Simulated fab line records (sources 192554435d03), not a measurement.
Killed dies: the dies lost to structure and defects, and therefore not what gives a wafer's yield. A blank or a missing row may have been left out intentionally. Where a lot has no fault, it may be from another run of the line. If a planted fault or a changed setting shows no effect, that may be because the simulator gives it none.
Comparing a struck lot with a sound one | flow n5_finfet | 37 out of 1938 route steps
Sound: the wafers L361.1, L361.3, L361.4. Struck: wafer L365.4 (L365.1, L365.3, from the same lot, were not struck and are left out); the cause is given at the end.
At each step with rows: each side's tool, then ch and its chambers, then its first start. Under that, the readings that differ: sound wafers | struck wafers | difference of the means | sigmas: that difference in standard deviations of wafers without a fault.
alike: readings with means less than 2 such deviations apart, plus words and numbers identical on both sides. not compared: withheld readings, readings lacking a value on some wafer, bounds such as >300 that could conceal the same value, and numbers that have no deviation in the record and whose values overlap.
The two part at a step that has a row with sigmas, a row that says differs or no value, or rows on one side only. When numbers do not overlap yet have no deviation, they are printed without sigmas and do not part them. Lack of a reading on every wafer of one side parts them only where that side has two or more wafers.

first, 9 steps without rows for these wafers: N5_SDB_DESCUM_16 (chemistry O2, time 7.9 s); N5_SDB_ETCH_17 (etches SiARC in CF4, target depth 23.4 nm, time 39 s); N5_SDB_ETCH_18 (etches SOC in N2/H2, target depth 100 nm, overetch 20 nm, time 150 s); N5_SDB_STRIP_19 (strips in N2/H2); N5_SDB_STRIP_21 (strips in CF4); N5_SDB_HM_OPEN_20 (chemistry CH3F/O2, target SiNx, stops on poly-Si, target depth 24 nm); N5_SDB_STRIP_22 (strips in N2/H2); N5_SDB_PRECLEAN_23 (cleans in dHF, time 30 s); N5_SDB_DUMMY_REMOVE_24 (chemistry TMAH, target poly-Si, stops on SiO2, target depth 142 nm, time 57 s, rinse time 30 s).
N5_SDB_ETCH_25: etches SiO2 in C4F6/O2, target depth 10 nm, time 3.3 s.
  sound on rie_diel-05 ch 0,1,2, day 6 02:46; struck on rie_diel-06 ch 3, day 7 03:16
  reading                | sound       | struck | difference | sigmas
  rf_hours_counter_h (h) | 147 236 178 | 116    | -71        |
  alike: drypump_motor_current_A, oes_product_au, rf_vpp_V, showerhead_plenum_p_Torr, throttle_valve_pct
then, 26 steps without rows for these wafers: N5_SDB_CUT_ETCH_26 (etches Si in HBr/Cl2/O2, target depth 129.6 nm, bt time 20 s, time 51.8 s); N5_SDB_PRECLEAN_38 (cleans in dHF, time 10 s); N5_SDB_PRECLEAN_39 (cleans in O3/DIW, time 45 s); N5_SDB_SRD_28 (time 30 s); N5_SDB_ALD_29 (deposits SiNx, target thk 30 nm, pulse time 1 s, ald cycles 600); N5_SDB_CMP_30 (polishes, stops on poly-Si, t overpolish 1.54 s, target thk 30 nm); N5_DUMMY_REMOVAL_HM_STRIP_01 (strips SiNx in CH3F/O2, stops on poly-Si, target depth 4 nm, time 6.8 s); N5_DUMMY_REMOVAL_STRIP_10 (strips in N2/H2, time 40 s); N5_DUMMY_REMOVAL_PRECLEAN_07 (cleans in dHF, time 30 s); N5_DUMMY_REMOVAL_DUMMY_REMOVE_02 (chemistry TMAH, target poly-Si, stops on SiO2, target depth 142 nm, time 57 s, rinse time 30 s); N5_DUMMY_REMOVAL_PRECLEAN_08 (cleans in NF3:NH3, afs cycles 2, time 20 s, sublimation time 60 s); N5_DUMMY_REMOVAL_PRECLEAN_04 (cleans in DHF, time 37 s); N5_DUMMY_REMOVAL_SRD_05 (time 30 s); N5_HKMG_FIN_IL_REGROW_00 (material SiO2, chemistry O3, target thk 0.75 nm, time 30 s); N5_HKMG_FIN_HK_ALD_01 (deposits HfO2, target thk 1.6 nm, pulse time 3 s, purge time 3 s); N5_HKMG_FIN_HK_ANNEAL_02 (time 30 s); N5_HKMG_FIN_ALD_74 (deposits La2O3, target thk 0.5 nm, pulse time 6 s, co reactant pulse time 1 s); N5_HKMG_FIN_ALD_75 (deposits Al2O3, target thk 1 nm, co reactant pulse time 1 s); N5_HKMG_FIN_COAT_41 (time 60 s, resist thk 300 nm); N5_HKMG_FIN_COAT_42 (time 60 s, resist thk 35 nm); N5_HKMG_FIN_COAT_43 (resist thk 90 nm); N5_HKMG_FIN_EBR_45; N5_HKMG_FIN_SOFTBAKE_44 (time 60 s); N5_HKMG_FIN_EXPOSE_46 (exposes mask NDIPOLE); N5_HKMG_FIN_PEB_47 (peb time 60 s); N5_HKMG_FIN_DEVELOP_48 (develop time 30 s).
-- a jump in the record: the struck wafers' starts before and after are 10 days apart (it breaks off in module HKMG_FIN and resumes in module PASSIVATION, where the first step shown is number 1936 of the route) --
N5_PASSIVATION_PROBE_49:
  sound: prober-01 at day 16 03:46; struck: prober-01 at day 17 12:03
  reading             | sound      | struck | difference | sigmas
  killed_at_M0_to_M3  | 21 24 24   | 52     | +29        | +3
  killed_at_front_end | 42 69 44   | 111    | +59        | +6
  killed_dies         | 109 111 98 | 192    | +86        | +5
  killed_on_rim       | 11 15 11   | 34     | +22        | +5
  alike: killed_at_M4_up, killed_at_contacts, killed_at_other, killed_open, killed_short

## WHERE THEY PART
N5_PASSIVATION_PROBE_49 only, going by this record.

WHY: the cause the simulator had injected
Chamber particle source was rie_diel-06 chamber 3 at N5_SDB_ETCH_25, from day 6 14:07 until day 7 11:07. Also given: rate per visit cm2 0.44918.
